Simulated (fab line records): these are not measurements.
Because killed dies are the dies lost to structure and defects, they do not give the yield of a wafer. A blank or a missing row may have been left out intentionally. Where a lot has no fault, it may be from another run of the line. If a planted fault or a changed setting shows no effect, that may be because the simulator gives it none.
fab line records ; flow nand_harc ; part 2 of 2: steps 28 to 37 of 37
record: lots: 5; wafers: 15; last_day: 24
route steps=1159 shown A_M0@1015 A_M1@1026
lots untouched by any fault: they come from a run of this same line in which no faults occurred
start_h: start of the lot's first displayed wafer, in hours after the record's first day ; wait_h: hours since the lot's step before ; " identical to the entry in the row above ; L1.1+2: a single row standing in for several wafers ; - no value, or no start was given ; * or withheld: withheld ; < > ~ a bound
route shown NAME@n: NAME is a module with steps in the file, n the number in the route of the first one ; usual: the fault-free wafers' mean and standard deviation ; same: alike in all rows ; chamber/n: place in a boat ; sites: each site's reading ; _std_site: how widely they spread, as a standard deviation ; _edge_site: mean of outer sites minus mean of inner sites ; radius_mm: how far each site lies from the wafer's centre ; mask NAME#n: copy n ; behind: the tool/chamber that last shaped the wafer ; hold: why the lot went on hold/how many hours it stayed there/how the hold came to an end ; device: names the non-switching transistor (n, p or np) ; end of line: the tests these same wafers got at the end of their route ; for a step that has no rows: nothing shown but its recipe ; killed: dies lost to structure and defects at the first sort, not the wafer's yield ; map: dies across one wafer; x = killed, . = not, _ = none there
set.NAME: the run value of the setting; set.NAME@STEP: its run value at that earlier step ; model.NAME: the simulator's own value behind a step, which no gauge read
lots at some steps of the route; a table a step, a row a wafer
services: when a tool's chamber went out of use (start_h, in hours from the record's first day, below 0 if earlier), for how many hours, and the reason
== steps ==
step: NHARC_A_M1_STRIP_18
recipe: power_w: 1000; n2_flow_sccm: 150; h2_flow_sccm: 150; ar_flow_sccm: 0; bias_w: 0; chemistry: N2/H2
usual: drypump_motor_current_A: 5.6/0.44; oes_product_au: 1.002/0.014; power_w: 999.9/3; rf_fwd_power_W: 997.8/2.9; rf_vpp_V: 91.0/0.95; showerhead_plenum_p_Torr: 2.07/0.077; throttle_valve_pct: 14.172/0.0088
lot.wafer;tool;chamber;start_h;wait_h;drypump_motor_current_A;oes_product_au;power_w;rf_fwd_power_W;rf_hours_counter_h;rf_vpp_V;showerhead_plenum_p_Torr;throttle_valve_pct
L076.4;rie_diel-13;0;412.11;0.1;5.3;0.989;998.9;998.5;11;90.5;2.09;14.187
L076.2;rie_diel-13;1;412.11;0.1;4.8;0.999;1004.0;998.5;10;91.9;2.05;14.174
L076.5;rie_diel-13;3;412.11;0.1;5.9;0.996;999.3;999.3;-;90.6;1.92;14.171
L079.1;rie_diel-04;0;433.41;0.1;5.8;0.983;999.9;996.9;3;91.4;2.10;14.167
L079.3;rie_diel-04;1;433.41;0.1;6.0;1.006;1007.4;1000.1;3;92.0;1.97;14.165
L079.5;rie_diel-04;3;433.41;0.1;5.3;0.987;1001.8;994.6;-;92.3;2.09;14.177
L080.2;rie_diel-08;3;446.08;0.1;6.3;0.993;1001.8;1001.4;7;91.2;2.07;14.155
L080.3;rie_diel-08;0;446.08;0.1;6.4;0.973;1000.4;994.1;7;91.0;2.15;14.181
L080.5;rie_diel-08;3;446.08;0.1;6.3;0.992;1002.6;997.5;-;90.6;2.07;14.156
L089.4;rie_diel-13;3;484.36;0.1;5.9;1.006;1000.5;997.1;1;90.0;1.92;14.163
L089.1;rie_diel-13;0;484.36;0.1;5.3;0.987;998.6;1003.6;2;90.7;2.09;14.177
L089.5;rie_diel-13;2;484.36;0.1;5.4;0.994;1001.2;997.6;-;92.0;2.10;14.168
L095.3;rie_diel-04;0;540.79;0.1;5.8;1.006;995.9;997.1;2;90.8;2.10;14.172
L095.6;rie_diel-04;2;540.79;0.1;5.3;1.008;1004.4;991.8;-;92.6;2.20;14.167
L095.4;rie_diel-04;0;540.79;0.1;5.9;1.000;1002.5;994.2;-;90.3;2.10;14.180
step: NHARC_A_M1_ETCH_28
recipe: target_depth_a: 300; over_etch_frac: 0.3; time_s: 72.99; ion_energy_ev: 150; cf4_flow_sccm: 50; n2_flow_sccm: 100; ar_flow_sccm: 150; rf_w: 300; bias_w: 100; chemistry: CF4/N2
usual: drypump_motor_current_A: 5.6/0.44; oes_product_au: 1.000/0.011; rf_fwd_power_W: 297.9/1; rf_vpp_V: 314.8/1.7; showerhead_plenum_p_Torr: 2.66/0.09; throttle_valve_pct: 19.795/0.009
lot.wafer;tool;chamber;start_h;wait_h;drypump_motor_current_A;oes_product_au;rf_fwd_power_W;rf_hours_counter_h;rf_vpp_V;showerhead_plenum_p_Torr;throttle_valve_pct
L076.4;rie_diel-13;3;-;-;5.9;1.002;296.2;11;311.9;2.49;19.785
L076.2;rie_diel-13;1;-;-;4.8;1.007;295.2;10;313.5;2.64;19.785
L076.5;rie_diel-13;2;-;-;5.4;0.986;297.5;-;316.3;2.70;19.798
L079.3;rie_diel-04;0;-;-;5.8;0.985;299.4;3;316.6;2.69;19.802
L079.1;rie_diel-04;1;-;-;6.0;1.006;296.6;3;314.3;2.54;19.789
L079.5;rie_diel-04;0;-;-;5.8;0.977;299.2;-;315.1;2.69;19.789
L080.2;rie_diel-08;1;-;-;5.2;1.027;296.7;7;315.3;2.71;19.786
L080.3;rie_diel-08;0;-;-;6.4;0.981;299.5;7;314.9;2.76;19.807
L080.5;rie_diel-08;2;-;-;5.8;1.014;297.7;-;313.8;2.60;19.801
L089.4;rie_diel-13;0;-;-;5.3;0.990;299.0;2;316.5;2.69;19.791
L089.1;rie_diel-13;2;-;-;5.4;0.993;297.6;2;315.4;2.70;19.807
L089.5;rie_diel-13;0;-;-;5.3;0.988;299.5;-;314.0;2.69;19.788
L095.3;rie_diel-04;2;-;-;5.3;1.004;298.5;2;317.6;2.82;19.771
L095.6;rie_diel-04;2;-;-;5.3;1.009;297.2;-;317.7;2.82;19.779
L095.4;rie_diel-04;1;-;-;6.0;0.991;298.0;-;312.4;2.54;19.791
step: NHARC_A_M1_STRIP_19
recipe: time_s: 600; temp_c: 30; chemistry: post_etch_residue_remover
lot.wafer;tool;chamber;start_h;wait_h
L076.2+5+4;wet_bench-10;4,5,1;412.43;-
L079.5+1+3;wet_bench-10;5,7,0;433.77;-
L080.5+3+2;wet_bench-08;4,7,0;446.45;-
L089.5+1+4;wet_bench-08;5,7,0;484.68;-
L095.4+6+3;wet_bench-08;5,6,0;541.28;-
step: NHARC_A_M1_DEGAS_29
recipe: temp_c: 250; time_s: 60
usual: heater_power_w: 330/34
lot.wafer;tool;chamber;start_h;wait_h;heater_power_w
L076.4;pvd_sputter-02;-;412.70;-;344
L076.2;pvd_sputter-02;-;412.70;-;380
L076.5;pvd_sputter-02;-;412.70;-;348
L079.3;pvd_sputter-02;-;434.03;-;293
L079.1;pvd_sputter-02;-;434.03;-;392
L079.5;pvd_sputter-02;-;434.03;-;294
L080.3;pvd_sputter-01;-;446.74;-;346
L080.2;pvd_sputter-01;-;446.74;-;356
L080.5;pvd_sputter-01;-;446.74;-;350
L089.1;pvd_sputter-01;-;484.95;-;338
L089.4;pvd_sputter-01;-;484.95;-;343
L089.5;pvd_sputter-01;-;484.95;-;343
L095.3;pvd_sputter-01;-;541.55;-;329
L095.4;pvd_sputter-01;-;541.55;-;349
L095.6;pvd_sputter-01;-;541.55;-;332
step: NHARC_A_M1_PRE_CLEAN_30
recipe: time_s: 30; temp_c: 280; gas: H2/He
usual: heater_power_w: 406/44
lot.wafer;tool;chamber;start_h;wait_h;heater_power_w
L076.4;pvd_sputter-02;-;-;-;428
L076.2;pvd_sputter-02;-;-;-;462
L076.5;pvd_sputter-02;-;-;-;481
L079.3;pvd_sputter-02;-;-;-;423
L079.1;pvd_sputter-02;-;-;-;426
L079.5;pvd_sputter-02;-;-;-;470
L080.2;pvd_sputter-01;-;-;-;421
L080.3;pvd_sputter-01;-;-;-;433
L080.5;pvd_sputter-01;-;-;-;414
L089.1;pvd_sputter-01;-;-;-;422
L089.4;pvd_sputter-01;-;-;-;419
L089.5;pvd_sputter-01;-;-;-;305
L095.4;pvd_sputter-01;-;-;-;310
L095.3;pvd_sputter-01;-;-;-;421
L095.6;pvd_sputter-01;-;-;-;305
step: NHARC_A_M1_PVD_20
recipe: target_thk_a: 50; bias_v: 168.6; power_w: 15000; chamber_pressure_pa: 0.12; time_s: 8.06; substrate_temp_c: 50; material: TaN
usual: bias_v: 168.7/1.8; throttle_valve_pct: 30.0/0.95
lot.wafer;tool;chamber;start_h;wait_h;bias_v;throttle_valve_pct
L076.4;pvd_sputter-02;-;-;-;168.6;31.2
L076.2;pvd_sputter-02;-;-;-;170.4;29.5
L076.5;pvd_sputter-02;-;-;-;168.2;31.2
L079.3;pvd_sputter-02;-;-;-;166.2;29.3
L079.1;pvd_sputter-02;-;-;-;166.5;31.0
L079.5;pvd_sputter-02;-;-;-;168.8;29.5
L080.3;pvd_sputter-01;-;-;-;169.6;29.4
L080.2;pvd_sputter-01;-;-;-;168.0;30.1
L080.5;pvd_sputter-01;-;-;-;169.7;27.7
L089.1;pvd_sputter-01;-;-;-;167.3;30.5
L089.4;pvd_sputter-01;-;-;-;169.0;27.9
L089.5;pvd_sputter-01;-;-;-;169.9;30.0
L095.3;pvd_sputter-01;-;-;-;171.7;30.4
L095.4;pvd_sputter-01;-;-;-;168.6;29.0
L095.6;pvd_sputter-01;-;-;-;167.0;28.9
step: NHARC_A_M1_PVD_21
recipe: target_thk_a: 300; chamber_pressure_pa: 5; power_w: 5000; substrate_temp_c: 30; time_s: 20.49; material: Cu
usual: throttle_valve_pct: 30.0/0.92
lot.wafer;tool;chamber;start_h;wait_h;throttle_valve_pct
L076.2;pvd_sputter-02;-;-;-;29.7
L076.4;pvd_sputter-02;-;-;-;31.1
L076.5;pvd_sputter-02;-;-;-;29.5
L079.3;pvd_sputter-02;-;-;-;31.1
L079.1;pvd_sputter-02;-;-;-;30.4
L079.5;pvd_sputter-02;-;-;-;29.6
L080.3;pvd_sputter-01;-;-;-;29.7
L080.2;pvd_sputter-01;-;-;-;30.1
L080.5;pvd_sputter-01;-;-;-;30.3
L089.4;pvd_sputter-01;-;-;-;30.3
L089.1;pvd_sputter-01;-;-;-;29.9
L089.5;pvd_sputter-01;-;-;-;29.3
L095.3;pvd_sputter-01;-;-;-;29.0
L095.4;pvd_sputter-01;-;-;-;29.5
L095.6;pvd_sputter-01;-;-;-;29.4
step: NHARC_A_M1_ECD_22
recipe: target_thk_a: 4000; bath_temp_c: 25; material: Cu
lot.wafer;tool;chamber;start_h;wait_h
L076.2+4+5;ecd_cu-02;1;413.07;-
L079.1+3+5;ecd_cu-01;0,0,1;434.51;-
L080.2+3+5;ecd_cu-01;1;447.11;-
L089.1+4+5;ecd_cu-02;0,0,1;485.36;-
L095.4+3+6;ecd_cu-02;0,1,1;542.01;-
step: NHARC_A_M1_ANNEAL_31
recipe: temp_c: 225; time_s: 90
usual: anneal_temp_c: 225.01/0.18; wafer_temp_C_max: 226.4/0.37
lot.wafer;tool;chamber;start_h;wait_h;anneal_temp_c;wafer_temp_C_max
L076.2;rtp_anneal-01;0;413.49;-;224.90;226.2
L076.4;rtp_anneal-01;0;413.49;-;224.96;226.2
L076.5;rtp_anneal-01;0;413.49;-;225.10;226.3
L079.1;rtp_anneal-02;0;434.90;0.3;225.02;226.3
L079.3;rtp_anneal-02;0;434.90;0.3;224.77;227.5
L079.5;rtp_anneal-02;0;434.90;0.3;224.64;226.7
L080.2;rtp_anneal-02;0;447.54;0.4;225.07;226.3
L080.3;rtp_anneal-02;0;447.54;0.4;224.98;226.8
L080.5;rtp_anneal-02;0;447.54;0.4;224.92;227.0
L089.1;rtp_anneal-01;0;485.82;0.4;224.76;226.6
L089.4;rtp_anneal-01;0;485.82;0.4;224.96;226.7
L089.5;rtp_anneal-01;0;485.82;0.4;224.93;226.2
L095.3;rtp_anneal-01;0;542.39;0.3;225.09;226.0
L095.4;rtp_anneal-01;0;542.39;0.3;225.19;225.9
L095.6;rtp_anneal-01;0;542.39;0.3;225.09;226.3
step: NHARC_A_M1_CMP_23
recipe: t_overpolish_s: 20; target_thk_nm: 154.34
usual: motor_current_A: 12.0/1.3; time_to_endpoint_s: 30/3.1
lot.wafer;tool;chamber;start_h;wait_h;motor_current_A;time_to_endpoint_s
L076.4;cmp-03;1;413.78;-;14.2;32
L076.2;cmp-03;3;413.78;-;13.7;32
L076.5;cmp-03;1;413.78;-;13.6;31
L079.1;cmp-04;2;435.25;-;12.1;34
L079.3;cmp-04;0;435.25;-;12.4;37
L079.5;cmp-04;2;435.25;-;12.5;34
L080.3;cmp-03;1;447.86;-;13.8;29
L080.2;cmp-03;2;447.86;-;11.2;23
L080.5;cmp-03;1;447.86;-;13.0;30
L089.1;cmp-03;0;486.23;-;12.9;27
L089.4;cmp-03;1;486.23;-;14.1;32
L089.5;cmp-03;2;486.23;-;10.0;26
L095.4;cmp-04;0;542.63;-;12.4;36
L095.3;cmp-04;3;542.63;-;12.1;28
L095.6;cmp-04;1;542.63;-;9.7;30
== services ==
tool;chamber;start_h;hours;kind
rie_diel-04;-;384.51;0.5;repair
cmp-03;-;386.95;2.1;repair
pvd_sputter-02;-;392.00;10.0;pm
rie_diel-04;2;401.38;1.3;repair
wet_bench-08;-;406.40;8.0;pm
rie_diel-13;3;413.10;4.2;repair
wet_bench-10;-;423.20;8.0;pm
litho_track-01;-;443.00;7.0;pm
rie_diel-13;-;453.00;9.0;pm
pecvd-02;2;461.45;3.0;repair
rie_diel-04;-;465.90;9.0;pm
litho_track-06;-;467.01;7.0;pm
litho_track-04;-;491.00;7.0;pm
rie_diel-13;0;495.29;7.4;repair
rie_diel-13;1;500.51;2.1;repair
rie_diel-13;0;503.56;5.7;repair
pvd_sputter-01;-;514.02;10.0;pm
pecvd-02;-;515.12;13.0;pm
rie_diel-13;2;517.29;10.1;repair
rie_diel-04;1;523.51;6.8;repair
rie_diel-04;3;527.12;14.6;repair
ecd_cu-02;-;532.00;8.0;pm
rie_diel-04;2;534.78;4.1;repair
rie_diel-13;0;541.55;4.3;repair
